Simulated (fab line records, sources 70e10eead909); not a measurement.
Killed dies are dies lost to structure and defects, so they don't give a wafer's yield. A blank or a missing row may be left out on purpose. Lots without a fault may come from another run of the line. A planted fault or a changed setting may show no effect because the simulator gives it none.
Which tool did it? | flow nand_harc | 24 lots, 72 wafers sampled, at 6 steps of a route of 1159

WHAT THE GAUGES READ, wafer by wafer
NHARC_A_M0_OVL_MEAS_10: pitch 160 nm.
lot  | measured     | on         | overlay_x_nm (nm) | overlay_y_nm (nm)
L075 | day 17 23:44 | overlay-02 | -1.5 -1.7 -1.8    | -0.5 -0.6 0.2
L076 | day 18 00:04 | overlay-02 | -1.2 -1.2 -0.6    | 1.5 1.1 0.8
L074 | day 18 03:50 | overlay-01 | -0.6 -0.7 -0.5    | 1.0 1.2 0.7
L079 | day 18 14:30 | overlay-02 | -2.0 -2.4 -2.5    | -1.2 -0.7 -0.8
L080 | day 18 18:31 | overlay-01 | 0.5 1.1 0.6       | -1.7 -1.2 -0.7
L077 | day 19 04:13 | overlay-01 | -1.8 -1.1 -1.6    | 0.8 1.2 1.1
L078 | day 19 08:37 | overlay-01 | 0.8 0.6 0.9       | 0.2 0.6 0.3
L081 | day 19 10:55 | overlay-01 | 1.0 1.5 1.5       | 1.1 1.6 0.8
L083 | day 19 21:17 | overlay-01 | 0.7 1.1 1.2       | 0.1 0.6 0.8
L082 | day 20 01:44 | overlay-01 | -0.7 -0.4 -0.1    | -1.5 -1.2 -0.9
L084 | day 20 11:14 | overlay-01 | -0.2 -0.9 -1.0    | -0.7 -0.9 -0.1
L088 | day 20 14:58 | overlay-02 | -0.4 -0.3 -0.9    | -0.9 -1.3 -1.0
L085 | day 20 15:17 | overlay-02 | -0.4 -0.4 -0.6    | 1.1 1.2 1.4
L086 | day 21 02:37 | overlay-02 | 0.4 -0.3 0.0      | -0.2 0.0 0.3
L090 | day 22 03:36 | overlay-01 | 0.3 0.2 -0.6      | -1.0 -1.0 -1.2
L087 | day 22 04:02 | overlay-02 | -0.2 -0.6 -0.2    | 0.0 0.2 -0.1
L089 | day 22 05:10 | overlay-01 | 1.9 2.3 1.6       | 0.0 0.4 0.1
L091 | day 22 08:14 | overlay-01 | 0.7 0.5 0.8       | -0.4 -1.1 -1.0
L093 | day 22 09:04 | overlay-02 | 1.2 1.3 0.8       | -0.5 -0.7 -0.1
L094 | day 22 09:34 | overlay-01 | 0.7 0.3 0.4       | 0.4 0.7 0.5
L092 | day 22 10:25 | overlay-02 | -0.7 0.4 -0.1     | 1.2 1.3 1.4
L095 | day 22 14:58 | overlay-02 | -0.2 0.1 0.0      | -0.6 0.3 -0.1
L096 | day 23 07:04 | overlay-02 | -0.5 -0.7 0.2     | 0.5 0.7 0.8
L097 | day 23 13:26 | overlay-01 | -0.4 -0.1 -0.3    | 0.2 0.3 -0.1

NHARC_A_M0_INSPECT_27.
lot  | measured     | on                | raw_defect_count
L075 | day 18 02:24 | defect_inspect-01 | 547 386 396
L076 | day 18 02:41 | defect_inspect-01 | 516 416 517
L074 | day 18 06:25 | defect_inspect-01 | 418 368 348
L079 | day 18 17:07 | defect_inspect-01 | 622 421 480
L080 | day 18 21:05 | defect_inspect-02 | 384 415 371
L077 | day 19 06:47 | defect_inspect-02 | 382 365 353
L078 | day 19 11:17 | defect_inspect-02 | 728 427 650
L081 | day 19 13:30 | defect_inspect-02 | 789 442 313
L083 | day 20 00:04 | defect_inspect-01 | 702 753 477
L082 | day 20 04:26 | defect_inspect-02 | 473 325 347
L084 | day 20 13:49 | defect_inspect-01 | 437 319 456
L088 | day 20 17:47 | defect_inspect-02 | 458 350 466
L085 | day 20 17:51 | defect_inspect-02 | 330 330 299
L086 | day 21 05:14 | defect_inspect-02 | 433 520 410
L090 | day 22 06:14 | defect_inspect-02 | 239 319 372
L087 | day 22 06:38 | defect_inspect-01 | 370 591 312
L089 | day 22 07:47 | defect_inspect-01 | 281 264 259
L091 | day 22 10:55 | defect_inspect-01 | 361 422 307
L093 | day 22 11:55 | defect_inspect-01 | 361 405 539
L094 | day 22 12:14 | defect_inspect-02 | 515 605 490
L092 | day 22 13:02 | defect_inspect-02 | 432 558 544
L095 | day 22 17:32 | defect_inspect-01 | 415 473 429
L096 | day 23 09:57 | defect_inspect-02 | 517 390 449
L097 | day 23 16:01 | defect_inspect-02 | 303 390 525

NHARC_A_M1_CD_MEAS_16.
lot  | measured     | on        | cd_nm (nm)
L075 | day 18 04:22 | cd_sem-01 | 119.9 121.3 119.6
L076 | day 18 04:35 | cd_sem-02 | 120.7 120.2 120.3
L074 | day 18 08:11 | cd_sem-01 | 120.3 120.5 119.7
L079 | day 18 19:02 | cd_sem-01 | 120.3 119.3 120.1
L080 | day 18 23:00 | cd_sem-01 | 120.0 121.1 120.3
L077 | day 19 08:41 | cd_sem-03 | 120.5 120.3 121.6
L078 | day 19 13:26 | cd_sem-02 | 120.5 119.0 120.1
L081 | day 19 15:24 | cd_sem-03 | 120.6 121.9 119.4
L083 | day 20 01:59 | cd_sem-02 | 120.6 120.0 118.5
L082 | day 20 06:19 | cd_sem-02 | 121.9 120.0 121.9
L084 | day 20 15:48 | cd_sem-01 | 121.1 120.4 120.2
L088 | day 20 19:40 | cd_sem-02 | 118.8 117.8 119.9
L085 | day 20 19:51 | cd_sem-01 | 121.3 121.3 120.6
L086 | day 21 07:50 | cd_sem-02 | 120.6 118.7 120.6
L090 | day 22 08:07 | cd_sem-01 | 119.7 120.5 121.2
L087 | day 22 08:31 | cd_sem-02 | 119.8 120.9 121.2
L089 | day 22 09:50 | cd_sem-02 | 119.8 121.3 121.2
L091 | day 22 12:48 | cd_sem-02 | 120.5 119.0 120.6
L093 | day 22 13:54 | cd_sem-02 | 118.6 120.8 119.0
L094 | day 22 14:51 | cd_sem-02 | 121.5 121.0 119.2
L092 | day 22 15:57 | cd_sem-03 | 120.4 120.2 120.5
L095 | day 22 19:26 | cd_sem-02 | 120.2 121.6 120.2
L096 | day 23 11:58 | cd_sem-01 | 121.8 120.3 120.8
L097 | day 23 17:54 | cd_sem-02 | 119.7 119.4 119.2

WHICH TOOL RAN EACH LOT (tool, then ch and the chambers of the sampled wafers, then the start)
lot  | NHARC_A_M0_ETCH_34                 | NHARC_A_M0_ETCH_15                            | NHARC_A_M1_DESCUM_14
L075 | rie_diel-08 ch 0,1,3, day 17 23:58 | rie_diel-08 ch 0,1,3, day 18 02:24 or earlier | rie_diel-10 ch 2,3, day 18 04:04
L076 | rie_diel-01 ch 1,2, day 18 00:16   | rie_diel-01 ch 1,2,3, day 18 02:41 or earlier | rie_diel-10 ch 1,3, day 18 04:17
L074 | rie_diel-01 ch 1,2,3, day 18 04:01 | rie_diel-01 ch 0,3, day 18 06:25 or earlier   | rie_diel-10 ch 0,1,3, day 18 07:52
L079 | rie_diel-01 ch 0,1,3, day 18 14:41 | rie_diel-01 ch 0,1,2, day 18 17:07 or earlier | rie_diel-07 ch 1,2,3, day 18 18:44
L080 | rie_diel-08 ch 1,2, day 18 18:41   | rie_diel-08 ch 1,2, day 18 21:05 or earlier   | rie_diel-12 ch 0,3, day 18 22:41
L077 | rie_diel-04 ch 1,2, day 19 04:25   | rie_diel-04 ch 0,2,3, day 19 06:47 or earlier | rie_diel-10 ch 1,2, day 19 08:23
L078 | rie_diel-01 ch 1,2,3, day 19 08:48 | rie_diel-01 ch 1,2,3, day 19 11:17 or earlier | rie_diel-12 ch 1,2,3, day 19 13:08
L081 | rie_diel-08 ch 0,1,2, day 19 11:06 | rie_diel-08 ch 1,2,3, day 19 13:30 or earlier | rie_diel-10 ch 2,3, day 19 15:06
L083 | rie_diel-08 ch 0,3, day 19 21:29   | rie_diel-08 ch 0,1,3, day 20 00:04 or earlier | rie_diel-07 ch 0,1,2, day 20 01:41
L082 | rie_diel-04 ch 0,1,3, day 20 01:56 | rie_diel-04 ch 0,1,2, day 20 04:26 or earlier | rie_diel-10 ch 0,2,3, day 20 06:01
L084 | rie_diel-08 ch 0,1,2, day 20 11:25 | rie_diel-08 ch 0,2, day 20 13:49 or earlier   | rie_diel-10 ch 1,3, day 20 15:28
L088 | rie_diel-08 ch 0,1,3, day 20 15:14 | rie_diel-08 ch 0,1,3, day 20 17:47 or earlier | rie_diel-07 ch 1,2,3, day 20 19:23
L085 | rie_diel-01 ch 0,1,3, day 20 15:28 | rie_diel-01 ch 1,2,3, day 20 17:51 or earlier | rie_diel-10 ch 0,1,2, day 20 19:34
L086 | rie_diel-04 ch 2,3, day 21 02:48   | rie_diel-04 ch 0,2,3, day 21 05:14 or earlier | rie_diel-07 ch 0,1, day 21 07:05
L090 | rie_diel-08 ch 1,2,3, day 22 03:47 | rie_diel-08 ch 0,1,2, day 22 06:14 or earlier | rie_diel-12 ch 0,2,3, day 22 07:48
L087 | rie_diel-04 ch 1,2,3, day 22 04:13 | rie_diel-04 ch 1,2,3, day 22 06:38 or earlier | rie_diel-12 ch 0,1,2, day 22 08:13
L089 | rie_diel-01 ch 0,1,3, day 22 05:22 | rie_diel-01 ch 0,1,2, day 22 07:47 or earlier | rie_diel-07 ch 0,2, day 22 09:32
L091 | rie_diel-08 ch 0,2, day 22 08:26   | rie_diel-08 ch 0,3, day 22 10:55 or earlier   | rie_diel-12 ch 2,3, day 22 12:31
L093 | rie_diel-04 ch 0,1,3, day 22 09:16 | rie_diel-04 ch 0,1,2, day 22 11:55 or earlier | rie_diel-07 ch 1,2,3, day 22 13:37
L094 | rie_diel-01 ch 0,1,3, day 22 09:45 | rie_diel-01 ch 0,2,3, day 22 12:14 or earlier | rie_diel-07 ch 0,1,3, day 22 14:34
L092 | rie_diel-04 ch 0,1,2, day 22 10:35 | rie_diel-04 ch 0,2,3, day 22 13:02 or earlier | rie_diel-07 ch 0,1,2, day 22 15:39
L095 | rie_diel-04 ch 2,3, day 22 15:09   | rie_diel-04 ch 0,3, day 22 17:32 or earlier   | rie_diel-10 ch 1,2,3, day 22 19:08
L096 | rie_diel-04 ch 0,1,3, day 23 07:15 | rie_diel-04 ch 0,1,2, day 23 09:57 or earlier | rie_diel-10 ch 0,1,2, day 23 11:40
L097 | rie_diel-01 ch 0,1,2, day 23 13:37 | rie_diel-01 ch 0,2,3, day 23 16:01 or earlier | rie_diel-07 ch 0,2,3, day 23 17:37
- NHARC_A_M0_ETCH_34: etches the open film in N2/H2, target depth 40 nm, overetch 12 nm, time 43.94 s.
- NHARC_A_M0_ETCH_15: etches the open film in C4F8/Ar, target depth 150 nm, overetch 15 nm, time 82.5 s.
- NHARC_A_M1_DESCUM_14: chemistry O2, time 3 s.

WHAT THE TOOLS THEMSELVES READ (means of the sampled wafers that have a number; where no wafer has one, the mark that the record gives instead)
NHARC_A_M0_ETCH_34.
lot  | tool        | drypump_motor_current_A (A) | h2_flow_sccm (sccm) | oes_product_au (a.u.) | rf_vpp_V (V) | showerhead_plenum_p_Torr (Torr) | throttle_valve_pct (%)
L075 | rie_diel-08 | 6.0                         | 149.8               | 0.993                 | 428.7        | 1.99                            | 14.172
L076 | rie_diel-01 | 5.2                         | 150.4               | 1.015                 | 432.5        | 2.09                            | 14.165
L074 | rie_diel-01 | 5.6                         | 149.8               | 1.012                 | 430.2        | 2.03                            | 14.175
L079 | rie_diel-01 | 5.5                         | 150.0               | 1.011                 | 429.3        | 2.02                            | 14.175
L080 | rie_diel-08 | 5.8                         | 150.6               | 0.996                 | 427.2        | 1.92                            | 14.170
L077 | rie_diel-04 | 6.0                         | 149.6               | 0.992                 | 427.5        | 1.93                            | 14.177
L078 | rie_diel-01 | 5.6                         | 150.3               | 1.014                 | 431.3        | 2.03                            | 14.170
L081 | rie_diel-08 | 5.9                         | 149.9               | 0.991                 | 428.7        | 1.96                            | 14.177
L083 | rie_diel-08 | 6.1                         | 150.0               | 0.991                 | 429.8        | 2.03                            | 14.175
L082 | rie_diel-04 | 5.7                         | 150.1               | 1.000                 | 430.1        | 2.03                            | 14.170
L084 | rie_diel-08 | 5.9                         | 149.8               | 0.998                 | 427.8        | 1.96                            | 14.161
L088 | rie_diel-08 | 6.0                         | 149.3               | 0.997                 | 428.3        | 1.99                            | 14.176
L085 | rie_diel-01 | 5.5                         | 150.2               | 1.014                 | 429.9        | 2.02                            | 14.169
L086 | rie_diel-04 | 5.5                         | 149.2               | 1.000                 | 428.6        | 2.00                            | 14.175
L090 | rie_diel-08 | 5.7                         | 150.2               | 1.002                 | 428.9        | 1.97                            | 14.175
L087 | rie_diel-04 | 5.8                         | 150.3               | 1.004                 | 430.6        | 2.03                            | 14.165
L089 | rie_diel-01 | 5.5                         | 150.2               | 1.010                 | 429.9        | 2.02                            | 14.167
L091 | rie_diel-08 | 6.0                         | 149.7               | 1.008                 | 430.1        | 1.99                            | 14.171
L093 | rie_diel-04 | 5.7                         | 150.3               | 0.996                 | 429.0        | 2.03                            | 14.170
L094 | rie_diel-01 | 5.6                         | 149.8               | 1.015                 | 430.8        | 2.01                            | 14.166
L092 | rie_diel-04 | 5.9                         | 150.1               | 0.999                 | 427.6        | 1.94                            | 14.163
L095 | rie_diel-04 | 5.6                         | 149.9               | 0.993                 | 429.5        | 2.00                            | 14.166
L096 | rie_diel-04 | 5.7                         | 149.9               | 0.999                 | 430.1        | 2.03                            | 14.171
L097 | rie_diel-01 | 5.6                         | 149.7               | 1.009                 | 429.4        | 2.00                            | 14.173

NHARC_A_M0_ETCH_15.
lot  | tool        | oes_product_au (a.u.) | rf_vpp_V (V)
L075 | rie_diel-08 | 0.922                 | 439.6
L076 | rie_diel-01 | 0.931                 | 441.0
L074 | rie_diel-01 | 0.935                 | 437.3
L079 | rie_diel-01 | 0.942                 | 439.9
L080 | rie_diel-08 | 0.967                 | 438.1
L077 | rie_diel-04 | 0.963                 | 439.2
L078 | rie_diel-01 | 0.934                 | 440.4
L081 | rie_diel-08 | 0.960                 | 437.9
L083 | rie_diel-08 | 0.917                 | 438.1
L082 | rie_diel-04 | 0.918                 | 437.2
L084 | rie_diel-08 | 0.930                 | 439.1
L088 | rie_diel-08 | 0.947                 | 439.9
L085 | rie_diel-01 | 0.944                 | 440.7
L086 | rie_diel-04 | 0.965                 | 440.5
L090 | rie_diel-08 | 0.970                 | 438.4
L087 | rie_diel-04 | 0.962                 | 441.1
L089 | rie_diel-01 | 0.986                 | 439.5
L091 | rie_diel-08 | 0.923                 | 440.2
L093 | rie_diel-04 | 0.964                 | 438.2
L094 | rie_diel-01 | 0.986                 | 438.1
L092 | rie_diel-04 | 0.962                 | 439.7
L095 | rie_diel-04 | 0.977                 | 440.2
L096 | rie_diel-04 | 0.968                 | 437.1
L097 | rie_diel-01 | 0.988                 | 438.5

NHARC_A_M1_DESCUM_14.
lot  | tool        | drypump_motor_current_A (A) | oes_product_au (a.u.) | rf_vpp_V (V) | showerhead_plenum_p_Torr (Torr) | throttle_valve_pct (%)
L075 | rie_diel-10 | 5.5                         | 1.009                 | 58.3         | 2.01                            | 11.317
L076 | rie_diel-10 | 5.7                         | 1.002                 | 57.9         | 1.87                            | 11.321
L074 | rie_diel-10 | 5.6                         | 0.995                 | 58.2         | 1.86                            | 11.320
L079 | rie_diel-07 | 5.7                         | 0.988                 | 58.0         | 1.89                            | 11.313
L080 | rie_diel-12 | 5.5                         | 0.998                 | 57.8         | 1.90                            | 11.299
L077 | rie_diel-10 | 5.5                         | 0.990                 | 58.4         | 1.91                            | 11.307
L078 | rie_diel-12 | 5.7                         | 1.004                 | 58.0         | 1.97                            | 11.311
L081 | rie_diel-10 | 5.5                         | 1.008                 | 58.0         | 2.01                            | 11.313
L083 | rie_diel-07 | 5.4                         | 0.998                 | 57.9         | 1.94                            | 11.309
L082 | rie_diel-10 | 5.5                         | 1.004                 | 57.7         | 1.93                            | 11.299
L084 | rie_diel-10 | 5.6                         | 1.006                 | 58.1         | 1.87                            | 11.316
L088 | rie_diel-07 | 5.6                         | 1.005                 | 56.7         | 1.89                            | 11.317
L085 | rie_diel-10 | 5.4                         | 1.000                 | 56.7         | 1.90                            | 11.312
L086 | rie_diel-07 | 5.2                         | 1.003                 | 57.7         | 1.94                            | 11.307
L090 | rie_diel-12 | 5.8                         | 0.996                 | 57.9         | 1.98                            | 11.304
L087 | rie_diel-12 | 6.2                         | 1.003                 | 58.8         | 2.05                            | 11.302
L089 | rie_diel-07 | 5.7                         | 1.001                 | 58.0         | 1.94                            | 11.313
L091 | rie_diel-12 | 5.5                         | 0.991                 | 57.5         | 1.98                            | 11.305
L093 | rie_diel-07 | 5.6                         | 0.999                 | 57.1         | 1.89                            | 11.319
L094 | rie_diel-07 | 5.6                         | 1.010                 | 56.6         | 1.89                            | 11.312
L092 | rie_diel-07 | 5.4                         | 1.007                 | 58.0         | 1.94                            | 11.299
L095 | rie_diel-10 | 5.6                         | 0.992                 | 57.9         | 1.94                            | 11.312
L096 | rie_diel-10 | 5.3                         | 0.992                 | 58.8         | 1.89                            | 11.303
L097 | rie_diel-07 | 5.9                         | 1.005                 | 57.3         | 1.89                            | 11.313

THE ANSWER, worked out from the rows above alone
Rule: what is usual is taken from the lots themselves. Put in order of their means at a reading, lots are off if they are a third of the lots or fewer, leave a main group of 4 or more, and stand apart from it by a gap of 3 or more times the standard deviation of the main group's means; of several such gaps the widest counts. A main group whose means are all the same, to the digits that the tables above print for the reading, isn't used. A lot without any number at a reading at which 4 lots or more have one is off too. The other lots that the step has rows for count as sound. The gauges are gone through in route order, then the tools' own readings, and for those a lot's mean is taken as printed above. The first step at which some lot is off is used, and at that step the reading that is off furthest; a lot without a number counts as furthest.
No lot is off at any reading shown: from this, nothing can be told.

WHAT THE SIMULATOR HAD PUT IN
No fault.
